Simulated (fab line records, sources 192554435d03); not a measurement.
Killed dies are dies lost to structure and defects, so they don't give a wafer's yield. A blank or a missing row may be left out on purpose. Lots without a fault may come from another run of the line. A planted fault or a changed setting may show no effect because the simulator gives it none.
Chamber matching | flow n5_finfet | N5_FIN_SAQP_STRIP_70 on rie_diel-01: 4 sister chambers
The step strips in N2/H2. 4 wafers are shown with their chamber, then 7 later ones without.

WAFERS WITH THEIR CHAMBER
wafer  | chamber | showerhead_plenum_p_Torr (Torr)
L461.2 | 0       | 3.32
L461.3 | 1       | 3.31
L466.2 | 2       | 3.58
L466.3 | 3       | 3.57

WAFERS WITHOUT THEIR CHAMBER
wafer  | showerhead_plenum_p_Torr (Torr)
L466.5 | 3.57
L467.1 | 3.56
L467.3 | 3.58
L467.5 | 3.58
L468.1 | 3.31
L468.2 | 3.31
L468.3 | 3.58

WHICH CHAMBER EACH WENT THROUGH
wafer  | from the rows above | in truth
L466.5 | 3                   | 3
L467.1 | 3                   | 3
L467.3 | 2                   | 2
L467.5 | 2                   | 2
L468.1 | 1                   | 1
L468.2 | 1                   | 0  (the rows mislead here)
L468.3 | 2                   | 2
Placed correctly: 6 of 7. Can't be placed from these rows: 0. Placed wrongly: 1.
How it was worked out, from the rows above alone: a wafer's distance from a chamber is the root of the sum, over the readings, of the square of ((its reading less the chamber's mean) divided by the reading's scatter). The wafer belongs to the nearest chamber; if the next one is less than 2 further off, it can't be placed. A chamber's mean is the mean of its shown wafers. The scatter: with one shown wafer a chamber, the root of the mean of the squares of how far each hidden wafer lies from its nearest shown one.
